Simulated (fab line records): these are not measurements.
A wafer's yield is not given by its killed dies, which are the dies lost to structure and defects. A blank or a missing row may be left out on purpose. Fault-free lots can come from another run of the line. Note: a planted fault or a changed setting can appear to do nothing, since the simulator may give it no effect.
fab line records	flow n5Finfet
[record] lots = 7	wafers = 21
route steps=1938 shown BEOL_M4@1028 BEOL_M5@1119 BEOL_M6@1194 BEOL_M7@1263 BEOL_M8@1359 BEOL_M9@1464
startH: start of the lot's first displayed wafer, in hours after the record's first day	waitH: how many hours have passed since the lot's step before this one	" as in the row above	L1.1+2: one row covering several wafers at once	- value missing, or start not given	* or withheld: withheld	< > ~ a bound
route shown NAME@n: NAME is a module with steps in the file, n the number in the route of the first one	usual: mean/standard deviation taken from wafers without a fault	same: alike in all rows	chamber/n: place in a boat	sites: per-site readings	_std_site: how widely they spread, as a standard deviation	_edge_site: the outer-site mean with the inner-site mean subtracted	radiusMm: how far each site lies from the wafer's centre	mask NAME#n: copy n	behind: the tool/chamber that last shaped the wafer	hold: cause of the lot's hold/its duration in hours/its outcome	device: the n, p or np transistor that did not switch	end of line: tests run on the same wafers once the route is complete	where a step has no rows: the recipe by itself	killed: count of dies lost to structure and defects at first sort (not the wafer's yield)	map: dies across one wafer; x = killed, . = not, _ = none there
set.NAME: setting as actually run; set.NAME@STEP: the setting as run at that earlier step	model.NAME: the simulator's own value behind a step, which no gauge read
lots with deliberately changed settings; one table per step, one row per wafer
[[steps]]
[step N5_BEOL_M4_COAT_05]
[recipe] resist = CAR-EUV	spinRpm = 1500	resistThkNm = 30
lot.wafer	tool	chamber	startH	waitH	set.spinRpm	model.CAR-EUV_of_BEOL_M4_COAT_05.thkNm
L081.2+3	lithoTrack-02	0	-	-	1595	29
L081.6	"	0	"	"	1500	30
L082.2+3+5	lithoTrack-02	0	-	-	1438	30.6
L088.1	lithoTrack-05	0	-	-	1611	29
L088.4	"	0	"	"	1500	30.2
L088.5	"	0	"	"	1500	30
L087.1+3	lithoTrack-02	0	-	-	1364	31.6
L087.5	"	0	"	"	1500	30
L089.3	lithoTrack-02	0	-	-	1338	31.8
L089.4+5	"	0	"	"	1500	30.2
L092.2	lithoTrack-03	0	-	-	1352	31.4
L092.5	"	0	"	"	1352	31.6
L092.6	"	0	"	"	1500	30
L096.3+4+5	lithoTrack-03	0	-	-	1500	30
[step N5_BEOL_M4_EBR_07]
[recipe] solvent = PGMEA	ebrWidthMm = 1.5
[step N5_BEOL_M4_SOFTBAKE_06]
[recipe] tempC = 110	timeS = 60	resist = CAR-EUV
[step N5_BEOL_M4_EXPOSE_08]
[recipe] maskId = M4	na = 0.33	sourceShape = dipole	sigmaInner = 0.369	sigmaOuter = 0.767	polarization = unpolarized	doseMj = 41.25
[step N5_BEOL_M4_PEB_09]
[recipe] pebTempC = 100	pebTimeS = 60	resist = CAR-EUV
[step N5_BEOL_M4_DEVELOP_10]
[recipe] developTimeS = 30	developer = TMAH	resist = CAR-EUV	rinseLiquid = surfactantRinse	dry = airSpin	devTempC = 23
lot.wafer	tool	chamber	startH	waitH	set.spinRpm@BEOL_M4_COAT_05	model.CAR-EUV_of_BEOL_M4_COAT_05.thkNm
L081.2+3	lithoTrack-05	0	-	-	1595	28.6
L081.6	"	0	"	"	1500	29.4
L082.2+3+5	lithoTrack-05	0	-	-	1438	30.2
L088.1	lithoTrack-05	0	-	-	1611	28.4
L088.4+5	"	0	"	"	1500	29.6
L087.1+3	lithoTrack-02	0	-	-	1364	31.2
L087.5	"	0	"	"	1500	29.4
L089.3	lithoTrack-03	0	-	-	1338	31.4
L089.4+5	"	0	"	"	1500	29.6
L092.2+5	lithoTrack-02	0	-	-	1352	31
L092.6	"	0	"	"	1500	29.4
L096.3+4+5	lithoTrack-02	0	-	-	1500	29.6
[step N5_BEOL_M4_ETCH_64]
[recipe] chemistry = N2/H2	target = SOC	targetDepthA = 750	overetchA = 225	maskMaterial = SiARC	tempC = 40	timeS = 121.9	ionEnergyEv = 200	pressureMtorr = 30	sourceW = 840	biasW = 150	n2FlowSccm = 200	h2FlowSccm = 200
[usual] rfVppV = 522.6/1.7
lot.wafer	tool	chamber	startH	waitH	set.biasW	rfVppV	model.SiARC_of_BEOL_M4_COAT_62.thkNm
L081.2	rieDiel-06	3	188.84	0.0	150	521.3	6.4
L081.3	"	1	"	"	129.4	475.1	7
L081.6	"	1	"	"	129.4	476.0	7.2
L082.2	rieDiel-06	3	206.78	0.0	150	522.4	6.4
L082.3	"	0	"	"	150	523.1	6.4
L082.5	"	2	"	"	128.7	475.0	7.6
L088.1	rieDiel-06	3	235.95	0.0	150	521.9	6.4
L088.4	"	0	"	"	150	524.5	6.6
L088.5	"	1	"	"	150	521.8	6.2
L087.1	rieDiel-06	0	245.97	0.0	150	521.2	6.6
L087.3	"	1	"	"	150	521.7	6
L087.5	"	0	"	"	150	522.6	6.6
L089.3	rieDiel-06	1	254.29	0.0	150	520.8	6
L089.4	"	1	"	"	150	522.4	6
L089.5	"	3	"	"	150	521.9	6.4
L092.2	rieDiel-04	2	267.70	0.0	168.1	561.4	6
L092.5	"	0	"	"	150	525.3	6.6
L092.6	"	1	"	"	168.1	559.0	5.6
L096.3	rieDiel-06	3	293.86	0.0	150	522.4	6.4
L096.4	"	2	"	"	150	523.5	6.6
L096.5	"	3	"	"	150	522.0	6.4
[step N5_BEOL_M5_COAT_71]
[recipe] resist = underlayer	tempC = 205	timeS = 60	spinRpm = 1500	resistThkNm = 5
lot.wafer	tool	chamber	startH	waitH	set.spinRpm
L081.2+3+6	lithoTrack-01	0	-	-	1500
L082.2+3+5	lithoTrack-03	0	-	-	1500
L088.1+5	lithoTrack-03	0	-	-	1550
L088.4	"	0	"	"	1500
L087.1+3	lithoTrack-01	0	-	-	1437
L087.5	"	0	"	"	1500
L089.3+5	lithoTrack-03	0	-	-	1667
L089.4	"	0	"	"	1500
L092.2+6	lithoTrack-03	0	-	-	1500
L092.5	"	0	"	"	1583
L096.3+4+5	lithoTrack-03	0	-	-	1500
[step N5_BEOL_M5_COAT_05]
[recipe] resist = CAR-EUV	spinRpm = 1500	resistThkNm = 30
[step N5_BEOL_M5_EBR_07]
[recipe] solvent = PGMEA	ebrWidthMm = 1.5
[step N5_BEOL_M5_DESCUM_16]
[recipe] chemistry = O2	timeS = 7	sourcePowerW = 50	biasPowerW = 20	pressureMtorr = 20	rfFrequencyHz = 2.712e+07	tempC = 40	resist = CAR-EUV	o2FlowSccm = 225
[step N5_BEOL_M5_ETCH_72]
[recipe] chemistry = N2/H2	target = underlayer	targetDepthA = 65	maskMaterial = CAR-EUV	timeS = 5.2	ionEnergyEv = 200	pressureMtorr = 30	sourceW = 840	biasW = 150	n2FlowSccm = 200	h2FlowSccm = 200	ends = cleared
lot.wafer	tool	chamber	startH	waitH	set.spinRpm@BEOL_M5_COAT_71	model.etch.depthNm
L081.2	rieDiel-05	0	202.25	0.0	1500	5.002
L081.3	"	3	"	"	1500	4.998
L081.6	"	1	"	"	1500	4.993
L082.2	rieDiel-05	1	218.14	0.0	1500	5.001
L082.3	"	0	"	"	1500	5
L082.5	"	0	"	"	1500	5.004
L088.1	rieDiel-03	2	245.51	0.0	1550	4.914
L088.4	"	0	"	"	1500	4.965
L088.5	"	0	"	"	1550	4.915
L087.1	rieDiel-01	3	262.81	0.0	1437	5.104
L087.3	"	2	"	"	1437	5.093
L087.5	"	3	"	"	1500	4.989
L089.3+5	rieDiel-05	0,2	266.62	0.0	1667	4.75
L089.4	"	3	"	"	1500	5.006
L092.2	rieDiel-05	1	277.03	0.0	1500	4.983
L092.5	"	2	"	"	1583	4.869
L092.6	"	1	"	"	1500	4.988
L096.3	rieDiel-01	2	304.60	0.0	1500	4.985
L096.4	"	3	"	"	1500	4.997
L096.5	"	1	"	"	1500	4.983
[step N5_BEOL_M6_ILD_DEP_00]
[recipe] material = SiCOH_lowk	targetThkA = 1797.5	tempC = 300	precursor = DEMS/porogen	pressureTorr = 5	rfW = 500	timeS = 33.4
lot.wafer	tool	chamber	startH	waitH	set.timeS	model.SiCOH_lowk_of_BEOL_M6_ILD_DEP_00.thkNm
L081.2	pecvd-02	1	212.86	0.0	33.4	178.4
L081.3	"	2	"	"	31.93	171
L081.6	"	1	"	"	31.93	172.6
L082.2	pecvd-01	0	228.58	0.0	33.4	179
L082.3	"	1	"	"	34.71	187
L082.5	"	1	"	"	33.4	180.6
L088.1	pecvd-02	2	254.13	0.0	31.06	164.6
L088.4	"	0	"	"	33.4	183
L088.5	"	1	"	"	31.06	170.4
L087.1	pecvd-01	2	272.54	0.0	33.4	175.8
L087.3	"	1	"	"	33.4	177.4
L087.5	"	1	"	"	33.4	179.6
L089.3	pecvd-02	2	276.45	0.0	36.27	193.6
L089.4	"	2	"	"	33.4	177.6
L089.5	"	1	"	"	33.4	179.2
L092.2	pecvd-02	0	287.32	0.0	30.86	167.2
L092.5	"	0	"	"	33.4	183.4
L092.6	"	1	"	"	33.4	177.2
L096.3	pecvd-03	1	315.32	0.1	33.4	185
L096.4+5	"	2	"	"	33.4	184.2
[step N5_BEOL_M6_CURE_74]
[recipe] tempC = 385	timeS = 240	ambient = He/Ar	material = SiCOH_lowk
lot.wafer	tool	chamber	startH	waitH	set.timeS@BEOL_M6_ILD_DEP_00	model.SiCOH_lowk_of_BEOL_M6_ILD_DEP_00.thkNm
L081.2	uvCure-01	2	213.01	0.1	33.4	153.8
L081.3	"	2	"	"	31.93	147.4
L081.6	"	2	"	"	31.93	148.8
L082.2	uvCure-03	1	228.75	0.1	33.4	154.4
L082.3	"	1	"	"	34.71	161.2
L082.5	"	1	"	"	33.4	155.8
L088.1	uvCure-02	1	254.20	0.0	31.06	141.8
L088.4	"	1	"	"	33.4	157.8
L088.5	"	1	"	"	31.06	146.8
L087.1	uvCure-03	1	272.60	0.0	33.4	151.6
L087.3	"	1	"	"	33.4	153
L087.5	"	1	"	"	33.4	154.8
L089.3	uvCure-02	2	276.84	0.4	36.27	167.2
L089.4	"	2	"	"	33.4	153.2
L089.5	"	2	"	"	33.4	154.6
L092.2	uvCure-03	0	287.47	0.1	30.86	144
L092.5	"	0	"	"	33.4	158.2
L092.6	"	0	"	"	33.4	152.8
L096.3	uvCure-01	1	315.71	0.4	33.4	159.6
L096.4	"	1	"	"	33.4	159
L096.5	"	1	"	"	33.4	158.8
[step N5_BEOL_M6_THK_MEAS_01]
[recipe] reads = SiCOH_lowk_of_BEOL_M6_ILD_DEP_00
[usual] M6_ILD_THK = 155.8/2.4
lot.wafer	tool	chamber	startH	waitH	set.timeS@BEOL_M6_ILD_DEP_00	M6_ILD_THK[nm]
L081.2	filmMetro-02	-	213.44	0.4	33.4	153.8
L081.3	"	-	"	"	31.93	147.3
L081.6	"	-	"	"	31.93	148.8
L082.2	filmMetro-01	-	229.20	0.4	33.4	154.4
L082.3	"	-	"	"	34.71	161.4
L082.5	"	-	"	"	33.4	155.8
L088.1	filmMetro-02	-	254.71	0.4	31.06	141.7
L088.4	"	-	"	"	33.4	157.8
L088.5	"	-	"	"	31.06	146.9
L087.1	filmMetro-02	-	273.12	0.4	33.4	151.7
L087.3	"	-	"	"	33.4	153.1
L087.5	"	-	"	"	33.4	154.9
L089.3	filmMetro-02	-	277.51	0.5	36.27	167.0
L089.4	"	-	"	"	33.4	153.1
L089.5	"	-	"	"	33.4	154.6
L092.2	filmMetro-02	-	287.90	0.4	30.86	144.0
L092.5	"	-	"	"	33.4	158.1
L092.6	"	-	"	"	33.4	152.9
L096.3	filmMetro-01	-	316.38	0.5	33.4	159.6
L096.4	"	-	"	"	33.4	158.9
L096.5	"	-	"	"	33.4	158.8
[step N5_BEOL_M7_ILD_DEP_00]
[recipe] material = SiCOH_lowk	targetThkA = 1797.5	tempC = 300	precursor = DEMS/porogen	pressureTorr = 5	rfW = 500	timeS = 33.4
lot.wafer	tool	chamber	startH	waitH	set.timeS	model.SiCOH_lowk_of_BEOL_M7_ILD_DEP_00.thkNm
L081.2	pecvd-03	1	218.78	0.0	33.4	180.4
L081.3	"	0	"	"	33.4	183.2
L081.6	"	1	"	"	33.4	182.2
L082.2	pecvd-04	2	234.45	0.0	35.78	188.8
L082.3	"	2	"	"	33.4	180.8
L082.5	"	1	"	"	35.78	190.6
L088.1	pecvd-03	0	262.99	0.0	33.4	181.4
L088.4	"	0	"	"	33.4	183
L088.5	"	0	"	"	37.19	203.2
L087.1	pecvd-04	1	284.00	0.0	31.35	166
L087.3	"	0	"	"	31.35	165.6
L087.5	"	2	"	"	33.4	180.4
L089.3	pecvd-02	1	289.27	0.0	33.4	180.2
L089.4	"	2	"	"	30.08	165.6
L089.5	"	0	"	"	33.4	178
L092.2	pecvd-04	0	294.75	0.0	37.17	195
L092.5	"	1	"	"	33.4	179.4
L092.6	"	2	"	"	33.4	178.2
L096.3	pecvd-03	2	321.69	0.0	33.4	176.6
L096.4	"	0	"	"	33.4	183
L096.5	"	1	"	"	33.4	180.8
[step N5_BEOL_M7_CURE_74]
[recipe] tempC = 385	timeS = 240	ambient = He/Ar	material = SiCOH_lowk
lot.wafer	tool	chamber	startH	waitH	set.timeS@BEOL_M7_ILD_DEP_00	model.SiCOH_lowk_of_BEOL_M7_ILD_DEP_00.thkNm
L081.2	uvCure-01	0	219.15	0.4	33.4	155.6
L081.3	"	0	"	"	33.4	158
L081.6	"	0	"	"	33.4	157.2
L082.2	uvCure-03	1	235.01	0.5	35.78	162.8
L082.3	"	1	"	"	33.4	155.8
L082.5	"	1	"	"	35.78	164.4
L088.1	uvCure-03	2	263.07	0.1	33.4	156.4
L088.4	"	2	"	"	33.4	157.8
L088.5	"	2	"	"	37.19	175.4
L087.1	uvCure-01	1	284.06	0.0	31.35	143
L087.3	"	1	"	"	31.35	142.8
L087.5	"	1	"	"	33.4	155.6
L089.3	uvCure-03	0	289.53	0.2	33.4	155.4
L089.4	"	0	"	"	30.08	142.8
L089.5	"	0	"	"	33.4	153.4
L092.2	uvCure-03	0	294.97	0.2	37.17	168.4
L092.5	"	0	"	"	33.4	154.6
L092.6	"	0	"	"	33.4	153.6
L096.3	uvCure-03	0	321.92	0.2	33.4	152.2
L096.4	"	0	"	"	33.4	157.8
L096.5	"	0	"	"	33.4	155.8
[step N5_BEOL_M7_THK_MEAS_01]
[recipe] reads = SiCOH_lowk_of_BEOL_M7_ILD_DEP_00
[usual] M7_ILD_THK = 155.7/2.2
lot.wafer	tool	chamber	startH	waitH	set.timeS@BEOL_M7_ILD_DEP_00	M7_ILD_THK[nm]
L081.2	filmMetro-01	-	219.59	0.4	33.4	155.6
L081.3	"	-	"	"	33.4	158.1
L081.6	"	-	"	"	33.4	157.4
L082.2	filmMetro-02	-	235.44	0.4	35.78	163.0
L082.3	"	-	"	"	33.4	155.9
L082.5	"	-	"	"	35.78	164.5
L088.1	filmMetro-01	-	263.59	0.4	33.4	156.4
L088.4	"	-	"	"	33.4	157.8
L088.5	"	-	"	"	37.19	175.4
L087.1	filmMetro-02	-	284.58	0.4	31.35	142.9
L087.3	"	-	"	"	31.35	142.8
L087.5	"	-	"	"	33.4	155.4
L089.3	filmMetro-01	-	289.89	0.3	33.4	155.4
L089.4	"	-	"	"	30.08	142.7
L089.5	"	-	"	"	33.4	153.3
L092.2	filmMetro-02	-	295.81	0.7	37.17	168.2
L092.5	"	-	"	"	33.4	154.7
L092.6	"	-	"	"	33.4	153.6
L096.3	filmMetro-01	-	322.27	0.3	33.4	152.2
L096.4	"	-	"	"	33.4	157.9
L096.5	"	-	"	"	33.4	155.9
[step N5_BEOL_M8_COAT_22]
[recipe] resist = CAR-EUV	spinRpm = 1500	resistThkNm = 30
lot.wafer	tool	chamber	startH	waitH	set.spinRpm	model.CAR-EUV_of_BEOL_M8_COAT_22.thkNm
L081.2+6	lithoTrack-04	0	-	-	1500	30
L081.3	"	0	"	"	1338	31.8
L082.2+5	lithoTrack-04	0	-	-	1500	30
L082.3	"	0	"	"	1500	29.8
L088.1	lithoTrack-02	0	-	-	1500	30
L088.4+5	"	0	"	"	1500	30.2
L087.1+3	lithoTrack-04	0	-	-	1500	30.2
L087.5	"	0	"	"	1586	29.4
L089.3+5	lithoTrack-04	0	-	-	1500	30
L089.4	"	0	"	"	1572	29.2
L092.2+6	lithoTrack-01	0	-	-	1410	30.8
L092.5	"	0	"	"	1500	30
L096.3+4+5	lithoTrack-01	0	-	-	1500	30
[step N5_BEOL_M8_EXPOSE_25]
[recipe] maskId = V7	na = 0.33	sourceShape = annular	sigmaInner = 0.4	sigmaOuter = 0.8	polarization = unpolarized	targetCdNm = 40	doseMj = 42.5
lot.wafer	tool	chamber	startH	waitH	mask	set.doseMj
L081.2+6	euvScanner-02	0	230.47	-	V7#0	42.5
L081.3	"	0	"	"	V7#0	44.77
L082.2+3	euvScanner-01	0	244.93	-	V7#0	44.14
L082.5	"	0	"	"	V7#0	42.5
L088.1+4+5	euvScanner-02	0	279.78	-	V7#0	42.5
L087.1	euvScanner-02	0	295.24	-	V7#0	42.5
L087.3+5	"	0	"	"	V7#0	44.65
L089.3+4+5	euvScanner-02	0	299.72	-	V7#0	43.68
L092.2+5+6	euvScanner-02	0	306.29	-	V7#0	42.5
L096.3+4+5	euvScanner-01	0	336.90	-	V7#0	42.5
[step N5_BEOL_M8_PEB_26]
[recipe] pebTempC = 100	pebTimeS = 60	resist = CAR-EUV
[step N5_BEOL_M8_DEVELOP_27]
[recipe] developTimeS = 30	developer = TMAH	resist = CAR-EUV	rinseLiquid = surfactantRinse	dry = airSpin	devTempC = 23
[step N5_BEOL_M8_DESCUM_33]
[recipe] chemistry = O2	timeS = 7	sourcePowerW = 50	biasPowerW = 20	pressureMtorr = 20	rfFrequencyHz = 2.712e+07	tempC = 40	resist = CAR-EUV	o2FlowSccm = 225
lot.wafer	tool	chamber	startH	waitH	set.spinRpm@BEOL_M8_COAT_22	set.doseMj@BEOL_M8_EXPOSE_25	model.BEOL_M8.cdNm	model.CAR-EUV_of_BEOL_M8_COAT_22.thkNm
L081.2	rieDiel-02	2	231.07	0.4	1500	42.5	40	26
L081.3	"	0	"	"	1338	44.77	41	28
L081.6	"	2	"	"	1500	42.5	40	26.2
L082.2+3	rieDiel-06	3,2	245.18	0.0	1500	44.14	40.8	26
L082.5	"	3	"	"	1500	42.5	40.2	26.2
L088.1	rieDiel-02	3	280.03	0.0	1500	42.5	39.8	26
L088.4	"	2	"	"	1500	42.5	40	26.2
L088.5	"	1	"	"	1500	42.5	39.8	26.2
L087.1	rieDiel-04	3	295.49	0.0	1500	42.5	40.2	26.2
L087.3	"	1	"	"	1500	44.65	41.2	26.2
L087.5	"	3	"	"	1586	44.65	41	25.2
L089.3	rieDiel-04	3	300.13	0.2	1500	43.68	40.4	25.8
L089.4	"	3	"	"	1572	43.68	40.8	25.2
L089.5	"	2	"	"	1500	43.68	40.4	26
L092.2	rieDiel-02	0	306.54	0.0	1410	42.5	39.8	27
L092.5	"	1	"	"	1500	42.5	40	26
L092.6	"	0	"	"	1410	42.5	40	27
L096.3+4	rieDiel-02	0,1	337.14	0.0	1500	42.5	40.2	26.2
L096.5	"	2	"	"	1500	42.5	40.4	26
[step N5_BEOL_M8_ETCH_72]
[recipe] chemistry = N2/H2	target = underlayer	targetDepthA = 65	maskMaterial = CAR-EUV	timeS = 5.2	ionEnergyEv = 200	pressureMtorr = 30	sourceW = 840	biasW = 150	n2FlowSccm = 200	h2FlowSccm = 200	ends = cleared
lot.wafer	tool	chamber	startH	waitH	set.doseMj@BEOL_M8_EXPOSE_25	model.BEOL_M8.cdNm
L081.2+6	rieDiel-02	2	231.11	0.0	42.5	40
L081.3	"	0	"	"	44.77	41
L082.2+3	rieDiel-06	3,2	245.21	0.0	44.14	40.8
L082.5	"	3	"	"	42.5	40
L088.1	rieDiel-02	3	280.07	0.0	42.5	39.8
L088.4+5	"	2,1	"	"	42.5	40
L087.1	rieDiel-04	3	295.53	0.0	42.5	40.2
L087.3	"	1	"	"	44.65	41.4
L087.5	"	3	"	"	44.65	41.2
L089.3	rieDiel-04	3	300.16	0.0	43.68	40.4
L089.4	"	3	"	"	43.68	40.8
L089.5	"	2	"	"	43.68	40.2
L092.2+6	rieDiel-02	0	306.57	0.0	42.5	39.8
L092.5	"	1	"	"	42.5	40.2
L096.3	rieDiel-02	0	337.17	0.0	42.5	39.8
L096.4+5	"	1,2	"	"	42.5	40.2
[step N5_BEOL_M9_CMP_52]
[recipe] stopOn = SiCOH_lowk	tOverpolishS = 7	downForcePsi = 1	platenRpm = 50	clearingPlatenDownForcePsi = 1.5	clearingPlatenRpm = 50	postCmpClean = cuAlkaline	targetThkNm = 140	clearingPlatenPadVelocityMS = 0.99484	padVelocityMS = 0.99484
[usual] barrierFieldEndpointS = 29.2/0.68
lot.wafer	tool	chamber	startH	waitH	set.downForcePsi	barrierFieldEndpointS
L081.2	cmp-03	3	243.83	0.4	1	29.0
L081.3	"	0	"	"	0.9376	30.4
L081.6	"	2	"	"	0.9376	31.6
L082.3	cmp-04	2	260.23	0.2	0.9189	33.2
L082.2	"	1	"	"	0.9189	31.6
L082.5	"	2	"	"	1	29.1
L088.4	cmp-03	1	293.55	0.1	0.8911	31.1
L088.1	"	3	"	"	1	29.0
L088.5	"	1	"	"	0.8911	31.7
L087.1	cmp-02	3	307.92	0.6	1	29.4
L087.3	"	0	"	"	0.8075	35.3
L087.5	"	1	"	"	1	29.9
L089.4	cmp-04	0	316.00	0.2	0.8506	34.0
L089.3	"	1	"	"	0.8506	34.3
L089.5	"	2	"	"	1	29.8
L092.2	cmp-04	2	318.49	0.2	1	29.0
L092.5	"	2	"	"	1	29.5
L092.6	"	3	"	"	1	30.3
L096.4	cmp-04	2	350.85	0.1	1	29.3
L096.3	"	1	"	"	1	29.1
L096.5	"	2	"	"	1	29.0
[[key]]
[split] step = N5_BEOL_M4_COAT_05	setting = spinRpm	stated = 1500	by = wafer
[response] step = N5_BEOL_M4_COAT_05	reading = model.CAR-EUV_of_BEOL_M4_COAT_05.thkNm	change = -0.156	per = 1%	r = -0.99
[response] step = N5_BEOL_M4_DEVELOP_10	reading = model.CAR-EUV_of_BEOL_M4_COAT_05.thkNm	change = -0.167	per = 1%	r = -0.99
[split] step = N5_BEOL_M4_ETCH_64	setting = biasW	stated = 150	by = wafer
[response] step = N5_BEOL_M4_ETCH_64	reading = rfVppV	change = +3.22	per = 1%	r = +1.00
[response] step = N5_BEOL_M4_ETCH_64	reading = model.SiARC_of_BEOL_M4_COAT_62.thkNm	change = -0.0678	per = 1%	r = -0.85
[split] step = N5_BEOL_M5_COAT_71	setting = spinRpm	stated = 1500	by = wafer
[response] step = N5_BEOL_M5_ETCH_72	reading = model.etch.depthNm	change = -0.0225	per = 1%	r = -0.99
[split] step = N5_BEOL_M6_ILD_DEP_00	setting = timeS	stated = 33.4	by = wafer
[response] step = N5_BEOL_M6_ILD_DEP_00	reading = model.SiCOH_lowk_of_BEOL_M6_ILD_DEP_00.thkNm	change = +1.84	per = 1%	r = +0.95
[response] step = N5_BEOL_M6_CURE_74	reading = model.SiCOH_lowk_of_BEOL_M6_ILD_DEP_00.thkNm	change = +1.6	per = 1%	r = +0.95
[response] step = N5_BEOL_M6_THK_MEAS_01	reading = M6_ILD_THK	change = +1.6	per = 1%	r = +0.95
[split] step = N5_BEOL_M7_ILD_DEP_00	setting = timeS	stated = 33.4	by = wafer
[response] step = N5_BEOL_M7_ILD_DEP_00	reading = model.SiCOH_lowk_of_BEOL_M7_ILD_DEP_00.thkNm	change = +1.6	per = 1%	r = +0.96
[response] step = N5_BEOL_M7_CURE_74	reading = model.SiCOH_lowk_of_BEOL_M7_ILD_DEP_00.thkNm	change = +1.39	per = 1%	r = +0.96
[response] step = N5_BEOL_M7_THK_MEAS_01	reading = M7_ILD_THK	change = +1.39	per = 1%	r = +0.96
[split] step = N5_BEOL_M8_COAT_22	setting = spinRpm	stated = 1500	by = wafer
[response] step = N5_BEOL_M8_COAT_22	reading = model.CAR-EUV_of_BEOL_M8_COAT_22.thkNm	change = -0.157	per = 1%	r = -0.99
[response] step = N5_BEOL_M8_DESCUM_33	reading = model.CAR-EUV_of_BEOL_M8_COAT_22.thkNm	change = -0.171	per = 1%	r = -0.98
[split] step = N5_BEOL_M8_EXPOSE_25	setting = doseMj	stated = 42.5	by = wafer
[response] step = N5_BEOL_M8_DESCUM_33	reading = model.BEOL_M8.cdNm	change = +0.177	per = 1%	r = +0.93
[response] step = N5_BEOL_M8_ETCH_72	reading = model.BEOL_M8.cdNm	change = +0.203	per = 1%	r = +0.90
[split] step = N5_BEOL_M9_CMP_52	setting = downForcePsi	stated = 1	by = wafer
[response] step = N5_BEOL_M9_CMP_52	reading = barrierFieldEndpointS	change = -0.294	per = 1%	r = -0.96
